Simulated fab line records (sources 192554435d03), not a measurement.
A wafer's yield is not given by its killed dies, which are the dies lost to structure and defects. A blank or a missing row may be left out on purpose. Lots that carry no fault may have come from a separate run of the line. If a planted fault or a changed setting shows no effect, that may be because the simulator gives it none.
fab line records	flow n5_finfet
record: lots: 11	wafers: 33	last_day: 18
route steps=1938 shown BEOL_M13@1696 BEOL_M14@1723 PASSIVATION@1936
lots with no fault: from the same line, run without faults
start_h: start of the lot's first displayed wafer, in hours after the record's first day	wait_h: how many hours have passed since the lot's step before this one	" as in the row above	L1.1+2: a single row standing in for several wafers	- either no value or no given start	* or withheld: withheld	< > ~ a bound
route shown NAME@n: names a module that has steps shown in the file, with the first one's number in the route	usual: mean/standard deviation of fault-free wafers	same: alike in all rows	chamber/n: place in a boat	sites: readings site by site	_std_site: the standard deviation of these	_edge_site: inner sites' mean taken away from outer sites' mean	radius_mm: for every site, how far away it sits from the centre of the wafer	mask NAME#n: copy n	behind: the last tool/chamber to shape the wafer	hold: the reason the lot was held/the length of the hold in hours/how it ended	device: transistor that didn't switch, given as n, p or np	end of line: at the end of the route, the tests of the same wafers	where a step has no rows: the recipe by itself	killed: the dies lost at the first sort to structure and to defects; this is not the yield of the wafer	map: a wafer's dies, x killed, . not, _ none there
set.NAME: setting as actually run; set.NAME@STEP: the setting as run at that earlier step	model.NAME: the simulator's own value behind a step, which no gauge read
one table for each step of the route and one row for each wafer, over a sample of lots
services: from which hour (start_h, from the record's first day; less than 0 if before it) a tool's chamber was out of use, for how many hours, and why
== steps ==
step: N5_BEOL_M13_TRENCH_ETCH_34
recipe: chemistry: C4F8/O2/Ar	target: SiOC	target_depth_a: 4134.7	mask_material: SOC	pressure_mtorr: 30	source_w: 3000	bias_w: 700	Ar_flow_sccm: 400	C4F8_flow_sccm: 15	O2_flow_sccm: 8	he_inner_torr: 15	he_outer_torr: 30	time_s: 162.6	ion_energy_ev: 250
usual: drypump_motor_current_A: 5.9/0.35	oes_product_au: 0.80/0.076	rf_vpp_V: 665.3/2.5	showerhead_plenum_p_Torr: 3.41/0.083	throttle_valve_pct: 24.2/0.31
same: time_s: 162.6
lot.wafer	tool	chamber	start_h	wait_h	drypump_motor_current_A	oes_product_au	rf_hours_counter_h	rf_vpp_V	showerhead_plenum_p_Torr	throttle_valve_pct
L262.3	rie_diel-04	3	257.12	0.0	5.4	0.77	135	666.3	3.43	24.2
L262.4	"	0	"	"	6.3	0.90	22	665.0	3.35	24.4
L262.6	"	2	"	"	5.7	0.79	-	662.4	3.29	24.2
L263.4	rie_diel-04	1	266.16	0.1	5.5	0.66	-	669.2	3.50	24.3
L263.5	"	2	"	"	5.7	0.79	-	662.1	3.29	24.2
L263.6	"	3	"	"	5.5	0.77	-	665.8	3.42	24.2
L265.2	rie_diel-06	1	275.97	0.0	5.9	0.68	247	664.0	3.37	24.7
L265.4	"	3	"	"	5.8	0.86	37	668.3	3.46	23.7
L265.6	"	1	"	"	5.9	0.68	-	662.9	3.37	24.7
L268.1	rie_diel-03	0	293.43	0.0	5.6	0.85	81	663.4	3.32	23.7
L268.3	"	3	"	"	6.4	0.73	190	669.2	3.54	24.2
L268.5	"	2	"	"	6.3	0.86	-	662.6	3.33	24.0
L270.1	rie_diel-03	3	316.34	0.0	6.4	0.74	196	668.6	3.53	24.2
L270.3	"	0	"	"	5.6	0.84	87	662.3	3.32	23.7
L270.6	"	3	"	"	6.3	0.73	-	667.8	3.53	24.2
L277.1	rie_diel-06	0	343.55	0.0	5.7	0.87	30	668.6	3.47	23.9
L277.4	"	2	"	"	5.2	0.76	133	665.4	3.41	24.4
L277.6	"	2	"	"	5.2	0.76	-	666.4	3.41	24.4
L275.2	rie_diel-03	2	348.57	0.0	6.3	0.84	70	665.0	3.32	24.0
L275.3	"	1	"	"	6.1	0.70	220	667.7	3.52	24.7
L275.6	"	2	"	"	6.3	0.84	-	663.9	3.32	24.0
L278.3	rie_diel-03	0	354.43	0.0	5.6	0.83	99	663.1	3.31	23.7
L278.4	"	2	"	"	6.3	0.83	72	663.6	3.32	24.0
L278.6	"	0	"	"	5.6	0.83	-	663.6	3.31	23.7
L280.1	rie_diel-03	3	367.91	0.0	6.3	0.71	213	669.1	3.52	24.2
L280.5	"	3	"	"	6.3	0.71	-	667.7	3.52	24.2
L280.6	"	2	"	"	6.3	0.83	-	661.4	3.32	24.0
L281.2	rie_diel-04	3	377.90	0.0	5.4	0.73	176	665.3	3.40	24.2
L281.5	"	2	"	"	5.7	0.76	-	662.0	3.28	24.2
L281.6	"	3	"	"	5.5	0.74	-	664.8	3.40	24.2
L283.1	rie_diel-06	2	390.40	0.0	5.2	0.77	146	666.2	3.40	24.4
L283.2	"	1	"	"	5.9	0.94	23	664.4	3.36	24.5
L283.4	"	3	"	"	5.8	0.82	71	666.1	3.45	23.8
step: N5_BEOL_M13_OCD_MEAS_35
usual: trench_depth_nm: 413/5.7
lot.wafer	tool	chamber	start_h	wait_h	trench_depth_nm
L262.3	ocd-01	-	257.30	0.0	413
L262.4	"	-	"	"	417
L262.6	"	-	"	"	412
L263.4	ocd-02	-	266.27	0.0	406
L263.5	"	-	"	"	413
L263.6	"	-	"	"	414
L265.2	ocd-01	-	276.15	0.0	408
L265.4	"	-	"	"	415
L265.6	"	-	"	"	407
L268.1	ocd-01	-	293.61	0.0	417
L268.3	"	-	"	"	407
L268.5	"	-	"	"	414
L270.1	ocd-01	-	316.52	0.0	415
L270.3	"	-	"	"	420
L270.6	"	-	"	"	412
L277.1	ocd-01	-	343.73	0.0	414
L277.4	"	-	"	"	405
L277.6	"	-	"	"	408
L275.2	ocd-02	-	348.75	0.0	415
L275.3	"	-	"	"	398
L275.6	"	-	"	"	413
L278.3	ocd-02	-	354.61	0.0	417
L278.4	"	-	"	"	413
L278.6	"	-	"	"	415
L280.1	ocd-02	-	368.09	0.0	411
L280.5	"	-	"	"	408
L280.6	"	-	"	"	417
L281.2	ocd-01	-	378.07	0.0	410
L281.5	"	-	"	"	412
L281.6	"	-	"	"	413
L283.1	ocd-02	-	390.58	0.0	417
L283.2	"	-	"	"	421
L283.4	"	-	"	"	420
step: N5_BEOL_M13_SPUTTER_43
recipe: material: TaN	target_thk_a: 150	temp_c: 50	bias_v: 168.6	power_w: 15000	chamber_pressure_pa: 0.12	time_s: 24.19
usual: bias_v: 168.5/1.7	throttle_valve_pct: 30.4/0.47
same: time_s: 24.19
lot.wafer	tool	chamber	start_h	wait_h	bias_v	throttle_valve_pct
L262.3	pvd_sputter-03	-	259.46	0.0	171.6	30.0
L262.4	"	-	"	"	168.7	30.2
L262.6	"	-	"	"	169.0	30.7
L263.4	pvd_sputter-03	-	268.44	0.0	166.9	29.9
L263.5	"	-	"	"	168.4	30.7
L263.6	"	-	"	"	168.6	29.8
L265.2	pvd_sputter-01	-	278.31	0.0	168.5	30.5
L265.4	"	-	"	"	166.0	29.4
L265.6	"	-	"	"	167.6	29.3
L268.1	pvd_sputter-03	-	294.46	0.0	168.1	30.4
L268.3	"	-	"	"	169.8	29.9
L268.5	"	-	"	"	167.4	30.4
L270.1	pvd_sputter-01	-	319.54	0.0	165.7	29.5
L270.3	"	-	"	"	169.5	30.9
L270.6	"	-	"	"	172.0	30.1
L277.1	pvd_sputter-02	-	344.47	0.0	167.8	31.1
L277.4	"	-	"	"	169.4	31.0
L277.6	"	-	"	"	168.7	30.7
L275.2	pvd_sputter-02	-	350.39	0.0	166.6	30.5
L275.3	"	-	"	"	168.4	30.0
L275.6	"	-	"	"	169.7	31.1
L278.3	pvd_sputter-02	-	357.54	0.0	166.2	31.1
L278.4	"	-	"	"	170.5	30.4
L278.6	"	-	"	"	170.4	30.6
L280.1	pvd_sputter-03	-	368.73	0.0	165.1	30.0
L280.5	"	-	"	"	167.8	30.1
L280.6	"	-	"	"	167.9	30.5
L281.2	pvd_sputter-01	-	380.49	0.0	169.7	31.2
L281.5	"	-	"	"	170.2	30.6
L281.6	"	-	"	"	167.1	29.4
L283.1	pvd_sputter-03	-	392.05	0.0	167.3	30.1
L283.2	"	-	"	"	168.8	29.6
L283.4	"	-	"	"	168.8	30.7
step: N5_BEOL_M14_PEB_08
recipe: peb_temp_c: 130	peb_time_s: 90
usual: heater_power_total_W: 172.6/0.78
lot.wafer	tool	chamber	start_h	wait_h	heater_power_total_W
L262.3	litho_track-04	0	261.19	0.0	171.6
L262.4	"	0	"	"	171.5
L262.6	"	0	"	"	170.9
L263.4	litho_track-02	0	270.06	0.0	172.7
L263.5	"	0	"	"	172.3
L263.6	"	0	"	"	172.8
L265.2	litho_track-04	0	279.92	0.0	170.9
L265.4	"	0	"	"	173.8
L265.6	"	0	"	"	172.8
L268.1	litho_track-04	0	296.19	0.1	217.5
L268.3	"	0	"	"	216.4
L268.5	"	0	"	"	217.4
L270.1	litho_track-04	0	321.27	0.1	217.4
L270.3	"	0	"	"	216.2
L270.6	"	0	"	"	172.3
L277.1	litho_track-02	0	346.20	0.1	173.6
L277.4	"	0	"	"	172.3
L277.6	"	0	"	"	172.6
L275.2	litho_track-02	0	352.77	0.0	172.0
L275.3	"	0	"	"	173.1
L275.6	"	0	"	"	172.3
L278.3	litho_track-01	0	359.31	0.0	173.0
L278.4	"	0	"	"	172.5
L278.6	"	0	"	"	173.9
L280.1	litho_track-01	0	370.71	0.1	171.0
L280.5	"	0	"	"	171.1
L280.6	"	0	"	"	172.4
L281.2	litho_track-04	0	382.22	0.0	171.5
L281.5	"	0	"	"	170.8
L281.6	"	0	"	"	172.4
L283.1	litho_track-01	0	393.92	0.1	172.6
L283.2	"	0	"	"	172.7
L283.4	"	0	"	"	171.3
step: N5_BEOL_M14_CD_MEAS_10
recipe: target_cd_nm: 250	landing_energy_ev: 500	detector: se_inlens	polarity: opening
usual: cd_nm: 249.3/1.1
lot.wafer	tool	chamber	start_h	wait_h	cd_nm
L262.3	cd_sem-01	0	261.31	-	251.2
L262.4	"	0	"	"	251.5
L262.6	"	0	"	"	251.3
L263.4	cd_sem-02	0	270.17	-	248.8
L263.5	"	0	"	"	249.7
L263.6	"	0	"	"	249.6
L265.2	cd_sem-03	0	280.03	-	250.0
L265.4	"	0	"	"	249.6
L265.6	"	0	"	"	249.2
L268.1	cd_sem-03	0	296.30	-	232.1
L268.3	"	0	"	"	231.5
L268.5	"	0	"	"	231.2
L270.1	cd_sem-03	0	321.38	-	231.4
L270.3	"	0	"	"	232.7
L270.6	"	0	"	"	251.4
L277.1	cd_sem-03	0	346.31	-	249.9
L277.4	"	0	"	"	250.0
L277.6	"	0	"	"	249.2
L275.2	cd_sem-01	0	352.89	-	250.3
L275.3	"	0	"	"	248.6
L275.6	"	0	"	"	250.1
L278.3	cd_sem-03	0	359.42	-	250.2
L278.4	"	0	"	"	248.3
L278.6	"	0	"	"	250.5
L280.1	cd_sem-02	0	370.83	-	250.2
L280.5	"	0	"	"	249.7
L280.6	"	0	"	"	250.9
L281.2	cd_sem-02	0	382.33	-	248.9
L281.5	"	0	"	"	249.6
L281.6	"	0	"	"	247.5
L283.1	cd_sem-02	0	394.04	-	249.1
L283.2	"	0	"	"	250.1
L283.4	"	0	"	"	248.8
step: N5_PASSIVATION_PROBE_49
usual: defect_limited_yield: 91.2/1.6	killed_at_M0_to_M3: 33/11	killed_at_M4_up: 15/6.2	killed_at_contacts: 15/7.1	killed_at_front_end: 38/12	killed_at_other: 4/3.5	killed_dies: 104/19	killed_open: 69/14	killed_short: 34/8.5	sort_bin_5_function: 5.2/0.99	sort_bin_6_memory: 3.3/0.77	sort_n_pass: 1076/19	sort_yield_pct: 91.2/1.6
same: gross_dies: 1180	killed_at_back_side: 0	sort_bin_4_leakage[%]: 0	sort_bin_8_speed[%]: 0
lot.wafer	tool	chamber	start_h	wait_h	defect_limited_yield[%]	killed_at_M0_to_M3	killed_at_M4_up	killed_at_contacts	killed_at_front_end	killed_at_other	killed_dies	killed_open	killed_short	sort_bin_5_function[%]	sort_bin_6_memory[%]	sort_n_pass	sort_yield_pct[%]
L268.1	prober-02	-	320.98	0.0	90.8	38	22	9	36	4	109	66	40	5.3	3.6	1071	90.8
killed by level:class
L268.1 FIN_SAQP:geometric_particle:open=9 BEOL_M0_SAQP:geometric_particle:open=8 BEOL_M3:geometric_particle:short=8 STI_FIN_REVEAL:geometric_particle:open=7 MOL_CONTACT_COAG:geometric_particle:open=7 BEOL_M2:geometric_particle:open=7 BEOL_M1:geometric_particle:open=6 FIN_SAQP:geometric_particle:short=5
== services ==
tool	chamber	start_h	hours	kind
litho_track-02	-	247.41	-	consumable_replace:filter
rie_diel-06	0	255.87	-	clean
rie_diel-06	0	255.87	-	consumable_replace:focus_ring
rie_diel-06	0	255.87	11.8	scheduled_down
rie_diel-06	0	255.87	11.8	vent_cycle
rie_diel-03	0	268.67	3.8	repair
rie_diel-04	0	271.49	3.0	repair
rie_diel-04	0	283.51	6.1	repair
rie_diel-06	1	286.23	-	clean
rie_diel-06	1	286.23	-	consumable_replace:focus_ring
rie_diel-06	1	286.23	25.2	scheduled_down
rie_diel-06	1	286.23	25.2	vent_cycle
rie_diel-04	2	291.59	9.0	repair
rie_diel-04	1	299.71	3.5	repair
rie_diel-04	1	303.62	-	clean
rie_diel-04	1	303.62	-	consumable_replace:focus_ring
rie_diel-04	1	303.62	33.7	scheduled_down
rie_diel-04	1	303.62	33.7	vent_cycle
rie_diel-04	3	313.50	3.9	repair
pvd_sputter-03	-	316.18	2.9	repair
rie_diel-04	2	319.23	6.4	repair
rie_diel-04	3	368.70	1.9	repair
rie_diel-04	-	378.32	0.1	repair
litho_track-04	-	384.79	-	consumable_replace:filter
== key ==
first_sign: step: N5_BEOL_M14_PEB_08	reading: heater_power_total_W	direction: up	sigmas: 57	usual: *	struck: *
effect: step: N5_BEOL_M14_CD_MEAS_10	reading: cd_nm	direction: down	sigmas: 16	usual: 249.3	struck: 231.8
met_at N5_BEOL_M14_PEB_08
struck_lots L268,L270
struck_wafers L268.1,L268.3,L268.5,L270.1,L270.3
not_acting_at N5_BEOL_M13_TRENCH_ETCH_34,N5_BEOL_M13_OCD_MEAS_35,N5_BEOL_M13_SPUTTER_43
onset_between 279.92 296.19
fault: kind: process_parameter_drift	tool: litho_track-04	chamber: -	onset_h: 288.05	steps: N5_BEOL_M14_PEB_08	channel: peb_time_s	offset: *	shape: step	end_h: 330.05	scope: struck_wafers_only	acts_in: *	stated: *
